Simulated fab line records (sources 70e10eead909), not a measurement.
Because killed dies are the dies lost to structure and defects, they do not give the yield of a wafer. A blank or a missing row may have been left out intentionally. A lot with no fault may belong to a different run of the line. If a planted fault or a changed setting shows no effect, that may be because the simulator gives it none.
fab line records -- flow nand_harc
record lots=13, wafers=39, last_day=33
route steps=1302 shown P_ZERO_WELL@14 P_STI@69 P_GATE@156 END@1302
lots untouched by any fault: they come from a run of this same line in which no faults occurred
start_h: start of the lot's first displayed wafer, in hours after the record's first day -- wait_h: hours from the lot's prior step to this one -- " same as the row above -- L1.1+2: a row that stands for several wafers -- - value missing, or start not given -- * or withheld: withheld -- < > ~ a bound
route shown NAME@n: names a module that has steps shown in the file, with the first one's number in the route -- usual: mean/standard deviation taken from wafers without a fault -- same: alike in all rows -- chamber/n: place in a boat -- sites: per-site readings -- _std_site: standard deviation across them -- _edge_site: mean of outer sites minus mean of inner sites -- radius_mm: how far each site lies from the wafer's centre -- mask NAME#n: copy n -- behind: the most recent tool/chamber to have shaped the wafer -- hold: the reason the lot was held/the length of the hold in hours/how it ended -- device: the n, p or np transistor that did not switch -- end of line: the route-end tests of the same wafers -- for a step that has no rows: nothing shown but its recipe -- killed: at the first sort, the dies lost to defects and structure; wafer yield is something else -- map: the dies of a wafer, with x for killed, . for not killed, _ for no die there
set.NAME: the setting as run; set.NAME@STEP: as run at that earlier step -- model.NAME: the simulator's own value behind a step, which no gauge read
a sample of lots followed through the steps of the route, with each step as a table and each wafer as a row
services: a tool's chamber out of use, with start hour (start_h, from the record's first day; less than 0 if before it), hours out, and reason
## steps
# step NHARC_P_ZERO_WELL_CD_MEAS_11
# recipe target_cd_nm=500, landing_energy_ev=500
# usual cd_nm=500.0/2.1
lot.wafer,tool,chamber,start_h,wait_h,cd_nm
L797.1,cd_sem-01,0,41.11,-,497.8
L797.3,cd_sem-01,0,41.11,-,499.5
L797.4,cd_sem-01,0,41.11,-,497.6
L798.1,cd_sem-03,0,51.25,-,503.5
L798.3,cd_sem-03,0,51.25,-,498.0
L798.4,cd_sem-03,0,51.25,-,497.4
L799.2,cd_sem-01,0,61.36,-,498.0
L799.3,cd_sem-01,0,61.36,-,502.6
L799.6,cd_sem-01,0,61.36,-,500.3
L800.2,cd_sem-03,0,71.11,-,495.8
L800.3,cd_sem-03,0,71.11,-,501.1
L800.6,cd_sem-03,0,71.11,-,501.2
L803.1,cd_sem-01,0,101.25,-,496.9
L803.4,cd_sem-01,0,101.25,-,495.0
L803.6,cd_sem-01,0,101.25,-,497.4
L804.1,cd_sem-03,0,111.12,-,500.1
L804.4,cd_sem-03,0,111.12,-,498.7
L804.6,cd_sem-03,0,111.12,-,498.7
L805.1,cd_sem-02,0,121.23,-,495.9
L805.2,cd_sem-02,0,121.23,-,500.5
L805.6,cd_sem-02,0,121.23,-,494.3
L806.1,cd_sem-01,0,131.25,-,496.9
L806.2,cd_sem-01,0,131.25,-,504.4
L806.6,cd_sem-01,0,131.25,-,498.6
L808.3,cd_sem-01,0,151.25,-,505.2
L808.4,cd_sem-01,0,151.25,-,501.2
L808.5,cd_sem-01,0,151.25,-,500.7
L809.1,cd_sem-03,0,161.28,-,499.3
L809.3,cd_sem-03,0,161.28,-,501.9
L809.4,cd_sem-03,0,161.28,-,500.0
L811.1,cd_sem-02,0,181.13,-,504.2
L811.3,cd_sem-02,0,181.13,-,506.4
L811.6,cd_sem-02,0,181.13,-,499.9
L813.3,cd_sem-01,0,201.26,-,501.4
L813.4,cd_sem-01,0,201.26,-,500.1
L813.6,cd_sem-01,0,201.26,-,500.3
L818.3,cd_sem-03,0,251.13,-,501.2
L818.4,cd_sem-03,0,251.13,-,503.2
L818.5,cd_sem-03,0,251.13,-,500.0
# step NHARC_P_ZERO_WELL_CD_MEAS_24
# recipe target_cd_nm=720, landing_energy_ev=500
# usual cd_nm=719.5/2.5
lot.wafer,tool,chamber,start_h,wait_h,cd_nm
L797.1,cd_sem-02,0,42.46,-,717.0
L797.3,cd_sem-02,0,42.46,-,716.9
L797.4,cd_sem-02,0,42.46,-,716.7
L798.1,cd_sem-02,0,52.59,-,720.3
L798.3,cd_sem-02,0,52.59,-,716.2
L798.4,cd_sem-02,0,52.59,-,718.3
L799.2,cd_sem-02,0,62.76,-,718.3
L799.3,cd_sem-02,0,62.76,-,717.4
L799.6,cd_sem-02,0,62.76,-,718.2
L800.2,cd_sem-03,0,72.35,-,720.8
L800.3,cd_sem-03,0,72.35,-,720.9
L800.6,cd_sem-03,0,72.35,-,722.2
L803.1,cd_sem-03,0,102.60,-,717.1
L803.4,cd_sem-03,0,102.60,-,717.3
L803.6,cd_sem-03,0,102.60,-,713.4
L804.1,cd_sem-01,0,112.33,-,717.5
L804.4,cd_sem-01,0,112.33,-,721.2
L804.6,cd_sem-01,0,112.33,-,714.4
L805.1,cd_sem-02,0,122.58,-,716.7
L805.2,cd_sem-02,0,122.58,-,717.5
L805.6,cd_sem-02,0,122.58,-,717.8
L806.1,cd_sem-02,0,132.59,-,721.0
L806.2,cd_sem-02,0,132.59,-,719.7
L806.6,cd_sem-02,0,132.59,-,718.1
L808.3,cd_sem-01,0,152.63,-,722.7
L808.4,cd_sem-01,0,152.63,-,721.5
L808.5,cd_sem-01,0,152.63,-,722.9
L809.1,cd_sem-02,0,162.54,-,723.8
L809.3,cd_sem-02,0,162.54,-,715.8
L809.4,cd_sem-02,0,162.54,-,720.3
L811.1,cd_sem-01,0,182.66,-,724.9
L811.3,cd_sem-01,0,182.66,-,720.3
L811.6,cd_sem-01,0,182.66,-,722.3
L813.3,cd_sem-02,0,202.60,-,719.3
L813.4,cd_sem-02,0,202.60,-,716.0
L813.6,cd_sem-02,0,202.60,-,722.7
L818.3,cd_sem-01,0,252.51,-,720.2
L818.4,cd_sem-01,0,252.51,-,723.2
L818.5,cd_sem-01,0,252.51,-,719.5
# step NHARC_P_STI_ETCH_26
# recipe target_depth_a=110, chemistry=dHF, material=SiO2
lot.wafer,tool,chamber,start_h,wait_h
L797.4+1+3,wet_bench-05,"6,7,0",47.48,0.1
L798.1+3+4,wet_bench-05,"5,1,2",57.64,0.1
L799.6+3+2,wet_bench-04,"4,6,0",67.98,0.1
L800.2+6+3,wet_bench-04,"3,5,6",77.23,0.0
L803.4+6+1,wet_bench-05,"0,2,4",107.73,0.0
L804.1+6+4,wet_bench-05,"2,5,6",117.48,0.1
L805.2+1+6,wet_bench-05,"4,6,7",127.80,0.1
L806.1+2+6,wet_bench-03,"5,0,1",138.37,0.1
L808.4+3+5,wet_bench-04,"7,0,1",162.13,0.0
L809.4+3+1,wet_bench-05,"2,5,7",167.65,0.0
L811.1+3+6,wet_bench-05,"5,0,1",188.26,0.1
L813.6+3+4,wet_bench-04,"4,5,6",207.79,0.1
L818.3+5+4,wet_bench-05,"7,2,3",257.42,0.0
# step NHARC_P_STI_INSPECT_11
# usual raw_defect_count=5.5/2.8
lot.wafer,tool,chamber,start_h,wait_h,raw_defect_count
L797.1,defect_inspect-02,-,62.72,0.0,8
L797.3,defect_inspect-02,-,62.72,0.0,11
L797.4,defect_inspect-02,-,62.72,0.0,2
L798.1,defect_inspect-02,-,72.25,0.0,7
L798.3,defect_inspect-02,-,72.25,0.0,14
L798.4,defect_inspect-02,-,72.25,0.0,6
L799.2,defect_inspect-01,-,83.38,0.0,4
L799.3,defect_inspect-01,-,83.38,0.0,4
L799.6,defect_inspect-01,-,83.38,0.0,3
L800.2,defect_inspect-02,-,92.26,0.0,7
L800.3,defect_inspect-02,-,92.26,0.0,11
L800.6,defect_inspect-02,-,92.26,0.0,10
L803.1,defect_inspect-02,-,123.35,0.0,7
L803.4,defect_inspect-02,-,123.35,0.0,6
L803.6,defect_inspect-02,-,123.35,0.0,6
L804.1,defect_inspect-01,-,134.69,0.0,5
L804.4,defect_inspect-01,-,134.69,0.0,2
L804.6,defect_inspect-01,-,134.69,0.0,4
L805.1,defect_inspect-02,-,145.81,0.0,9
L805.2,defect_inspect-02,-,145.81,0.0,3
L805.6,defect_inspect-02,-,145.81,0.0,2
L806.1,defect_inspect-01,-,156.28,0.0,3
L806.2,defect_inspect-01,-,156.28,0.0,13
L806.6,defect_inspect-01,-,156.28,0.0,10
L808.3,defect_inspect-02,-,176.80,0.0,2
L808.4,defect_inspect-02,-,176.80,0.0,10
L808.5,defect_inspect-02,-,176.80,0.0,4
L809.1,defect_inspect-02,-,185.50,0.0,661
L809.3,defect_inspect-02,-,185.50,0.0,631
L809.4,defect_inspect-02,-,185.50,0.0,646
L811.1,defect_inspect-01,-,204.73,0.0,656
L811.3,defect_inspect-01,-,204.73,0.0,663
L811.6,defect_inspect-01,-,204.73,0.0,686
L813.3,defect_inspect-01,-,229.07,0.0,6
L813.4,defect_inspect-01,-,229.07,0.0,7
L813.6,defect_inspect-01,-,229.07,0.0,1
L818.3,defect_inspect-01,-,274.96,0.0,3
L818.4,defect_inspect-01,-,274.96,0.0,5
L818.5,defect_inspect-01,-,274.96,0.0,5
# step NHARC_P_GATE_ETCHBACK_37
# recipe target_depth_a=345, time_s=17.2, chf3_flow_sccm=50, o2_flow_sccm=10, ar_flow_sccm=200, rf_w=500, bias_w=200, chemistry=CHF3/O2
# usual drypump_motor_current_A=5.8/0.46, oes_product_au=0.94/0.031, rf_fwd_power_W=491.2/2.4, rf_vpp_V=372.1/2, showerhead_plenum_p_Torr=2.47/0.092, throttle_valve_pct=20.573/0.01
lot.wafer,tool,chamber,start_h,wait_h,drypump_motor_current_A,oes_product_au,rf_fwd_power_W,rf_hours_counter_h,rf_vpp_V,showerhead_plenum_p_Torr,throttle_valve_pct
L797.3,rie_diel-05,1,-,-,6.3,0.92,493.1,3,371.1,2.42,20.584
L797.1,rie_diel-05,2,-,-,5.7,0.93,493.6,3,372.8,2.49,20.564
L797.4,rie_diel-05,3,-,-,6.3,0.95,493.3,4,370.8,2.36,20.573
L798.1,rie_diel-05,2,-,-,5.7,0.91,489.9,4,372.7,2.49,20.569
L798.3,rie_diel-05,3,-,-,6.3,0.93,494.2,5,371.3,2.36,20.567
L798.4,rie_diel-05,0,-,-,5.3,0.92,489.4,4,369.2,2.27,20.562
L799.2,rie_diel-10,3,-,-,5.6,0.95,493.5,3,371.5,2.44,20.589
L799.3,rie_diel-10,2,-,-,5.6,0.95,487.4,3,373.1,2.55,20.594
L799.6,rie_diel-10,2,-,-,5.6,0.95,488.9,-,373.1,2.55,20.591
L800.3,rie_diel-05,1,-,-,6.3,0.90,490.2,5,371.4,2.42,20.577
L800.2,rie_diel-05,2,-,-,5.7,0.91,487.9,4,371.9,2.49,20.559
L800.6,rie_diel-05,3,-,-,6.3,0.93,494.9,-,369.8,2.36,20.563
L803.1,rie_diel-10,0,-,-,5.5,0.94,493.3,3,373.4,2.58,20.569
L803.4,rie_diel-10,0,-,-,5.5,0.95,494.6,-,374.9,2.58,20.578
L803.6,rie_diel-10,3,-,-,5.6,0.95,494.3,-,372.4,2.44,20.555
L804.1,rie_diel-10,2,-,-,5.6,0.92,490.4,5,373.3,2.55,20.575
L804.6,rie_diel-10,3,-,-,5.6,1.01,488.2,-,371.9,2.44,20.571
L804.4,rie_diel-10,1,-,-,6.6,0.98,490.1,-,372.6,2.52,20.580
L805.2,rie_diel-09,1,-,-,5.4,0.92,494.5,2,373.0,2.55,20.576
L805.1,rie_diel-09,0,-,-,5.7,0.92,494.8,3,375.0,2.58,20.571
L805.6,rie_diel-09,2,-,-,5.1,0.92,488.2,-,371.6,2.41,20.565
L806.1,rie_diel-10,1,-,-,6.6,0.92,488.1,10,371.6,2.52,20.585
L806.2,rie_diel-10,2,-,-,5.6,0.94,490.8,6,373.8,2.55,20.563
L806.6,rie_diel-10,1,-,-,6.6,0.91,490.4,-,372.3,2.52,20.573
L809.4,rie_diel-05,0,-,-,5.3,0.98,489.7,0,368.2,2.27,20.562
L809.1,rie_diel-05,1,-,-,6.3,0.92,491.1,1,371.4,2.42,20.570
L809.3,rie_diel-05,3,-,-,6.3,0.95,493.9,0,368.6,2.36,20.588
L808.4,rie_diel-10,3,-,-,5.6,1.01,491.2,0,372.4,2.44,20.569
L808.3,rie_diel-10,1,-,-,6.7,0.99,490.9,0,371.7,2.52,20.582
L808.5,rie_diel-10,3,-,-,5.6,1.02,492.8,-,371.4,2.44,20.579
L811.3,rie_diel-09,0,-,-,5.7,0.93,490.5,6,374.3,2.58,20.552
L811.1,rie_diel-09,1,-,-,5.4,0.92,490.9,5,375.2,2.55,20.597
L811.6,rie_diel-09,1,-,-,5.4,0.93,490.9,-,373.4,2.55,20.573
L813.4,rie_diel-10,0,-,-,5.5,0.95,494.6,2,373.4,2.57,20.569
L813.3,rie_diel-10,2,-,-,5.6,0.94,490.0,2,375.0,2.55,20.574
L813.6,rie_diel-10,0,-,-,5.5,0.94,494.1,-,373.9,2.57,20.573
L818.3,rie_diel-05,1,-,-,6.3,0.92,491.7,6,370.1,2.42,20.590
L818.4,rie_diel-05,0,-,-,5.3,0.96,490.2,6,367.9,2.26,20.570
L818.5,rie_diel-05,1,-,-,6.3,0.92,492.9,-,373.2,2.42,20.586
# step NHARC_END_SORT_01
# recipe temp_c=25
# usual killed_at_array=59/21, killed_at_other=0.8/1.1, killed_at_periphery=4.1/2.8, killed_dies=64/20, killed_open=3.1/1.7, killed_short=2.4/1.6
# same gross_dies=677
lot.wafer,tool,chamber,start_h,wait_h,killed_at_array,killed_at_other,killed_at_periphery,killed_dies,killed_open,killed_short
L804.1,prober-02,0,680.99,2.5,75,1,6,82,3,5
L804.4,prober-02,0,683.35,3.3,56,1,10,67,0,3
L804.6,prober-02,0,684.92,3.9,47,0,8,55,3,2
L809.1,prober-01,0,715.95,2.6,65,0,71,136,4,2
L809.3,prober-01,0,717.57,3.1,74,0,57,131,3,2
L809.4,prober-01,0,718.38,3.4,61,1,95,157,4,1
L811.1,prober-02,0,721.62,2.5,72,0,63,135,2,0
L811.3,prober-02,0,723.22,3.1,92,0,49,141,1,0
L811.6,prober-02,0,725.62,4.0,93,1,94,188,2,2
# killed by level:class
L804.1 A_CHANNEL_HOLE_D1:chamber_film_flake=37 A_CHANNEL_HOLE_D2:chamber_film_flake=17 A_STAIRCASE:chamber_film_flake=7 P_CONTACT:chamber_film_flake=4 A_SLIT:chamber_film_flake=2 A_ONON_D1:geometric_particle:short=1 A_ONON_D1:geometric_particle:open=1 A_CHANNEL_FILL_D1:geometric_particle:short=1
L804.4 A_CHANNEL_HOLE_D1:chamber_film_flake=36 A_CHANNEL_HOLE_D2:chamber_film_flake=11 P_CONTACT:chamber_film_flake=7 A_STAIRCASE:chamber_film_flake=3 P_BONDPAD:chamber_film_flake=2 A_SOURCE_PLATE:geometric_particle:short=1 A_DECK1_JOINT:geometric_particle:short=1 A_CHANNEL_FILL_D2:geometric_particle:short=1
L804.6 A_CHANNEL_HOLE_D1:chamber_film_flake=26 A_CHANNEL_HOLE_D2:chamber_film_flake=10 P_CONTACT:chamber_film_flake=4 A_STAIRCASE:chamber_film_flake=3 A_CONTACT:chamber_film_flake=2 P_M0:geometric_particle:open=1 P_M0:geometric_particle:short=1 A_DECK1_JOINT:geometric_particle:short=1
L809.1 P_STI:unspecified=61 A_CHANNEL_HOLE_D1:chamber_film_flake=38 A_SLIT:chamber_film_flake=6 A_STAIRCASE:chamber_film_flake=5 P_GATE:chamber_film_flake=5 P_CONTACT:chamber_film_flake=5 A_CHANNEL_HOLE_D2:chamber_film_flake=4 A_DECK1_JOINT:chamber_film_flake=3
L809.3 P_STI:unspecified=49 A_CHANNEL_HOLE_D1:chamber_film_flake=30 A_CHANNEL_HOLE_D2:chamber_film_flake=22 A_CONTACT:chamber_film_flake=7 P_CONTACT:chamber_film_flake=5 A_STAIRCASE:chamber_film_flake=3 A_SLIT:chamber_film_flake=2 P_GATE:chamber_film_flake=2
L809.4 P_STI:unspecified=91 A_CHANNEL_HOLE_D2:chamber_film_flake=24 A_CHANNEL_HOLE_D1:chamber_film_flake=20 A_CONTACT:chamber_film_flake=7 A_SLIT:chamber_film_flake=5 P_GATE:chamber_film_flake=3 A_ONON_D1:geometric_particle:open=1 A_WL_FILL:geometric_particle:open=1
L811.1 P_STI:unspecified=54 A_CHANNEL_HOLE_D1:chamber_film_flake=37 A_SLIT:chamber_film_flake=20 A_CHANNEL_HOLE_D2:chamber_film_flake=10 P_M2:chamber_film_flake=5 P_GATE:chamber_film_flake=2 A_WL_FILL:chamber_film_flake=2 P_CONTACT:geometric_particle:open=1
L811.3 P_STI:unspecified=45 A_CHANNEL_HOLE_D1:chamber_film_flake=31 A_SLIT:chamber_film_flake=31 A_CHANNEL_HOLE_D2:chamber_film_flake=20 A_STAIRCASE:chamber_film_flake=4 P_M2:chamber_film_flake=3 A_WL_FILL:chamber_film_flake=2 A_CONTACT:chamber_film_flake=2
L811.6 P_STI:unspecified=88 A_SLIT:chamber_film_flake=32 A_CHANNEL_HOLE_D1:chamber_film_flake=32 A_CHANNEL_HOLE_D2:chamber_film_flake=18 A_STAIRCASE:chamber_film_flake=4 A_WL_FILL:chamber_film_flake=3 P_GATE:chamber_film_flake=2 P_M2:chamber_film_flake=2
## services
tool,chamber,start_h,hours,kind
wet_bench-05,-,40.68,2.5,repair
rie_diel-05,0,51.96,21.3,repair
rie_diel-05,-,52.60,9.0,pm
rie_diel-10,-,58.81,0.1,repair
wet_bench-04,-,59.01,8.0,pm
rie_diel-10,-,65.50,9.0,pm
wet_bench-05,-,84.80,8.0,pm
rie_diel-10,0,103.80,17.0,repair
rie_diel-09,3,106.03,1.6,repair
rie_diel-10,0,121.02,50.6,repair
rie_diel-09,2,123.01,3.2,repair
rie_diel-05,-,137.59,0.8,repair
rie_diel-10,-,138.73,0.2,repair
rie_diel-10,2,148.44,4.9,repair
rie_diel-10,2,177.62,28.1,repair
rie_diel-10,0,196.70,20.4,repair
rie_diel-10,1,225.52,8.5,repair
rie_diel-05,-,229.60,9.0,pm
wet_bench-04,-,235.01,8.0,pm
rie_diel-10,-,242.50,9.0,pm
rie_diel-05,3,260.27,7.1,repair
wet_bench-05,-,260.80,8.0,pm
rie_diel-10,0,274.55,6.6,repair
rie_diel-10,-,340.96,2.3,repair
## key
first_sign step=NHARC_P_STI_INSPECT_11, reading=raw_defect_count, direction=up, sigmas=99+, usual=5.5, struck=657.2
effect step=NHARC_END_SORT_01, reading=killed_at_periphery, direction=up, sigmas=24, usual=4.1, struck=71.5
more_kills_born_at NHARC_P_STI_ETCH_26@wet_bench-05=388
met_at NHARC_P_STI_ETCH_26
struck_lots L809,L811
tester_left_out L809,L811
not_acting_at NHARC_P_ZERO_WELL_CD_MEAS_11,NHARC_P_ZERO_WELL_CD_MEAS_24,NHARC_P_GATE_ETCHBACK_37
onset_between 127.80 167.65
fault kind=chamber_particle_source, tool=wet_bench-05, chamber=-, onset_h=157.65, steps=NHARC_P_STI_ETCH_26, rate_per_visit_cm2=1.0028, end_h=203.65
# tester_left_out: of these lots the tester's yield and bins aren't shown, on N5 and GAA mostly nor the transistor test; their killed dies are dies lost to structure and defects alone, not to doping, threshold or leakage, so they don't give the yield
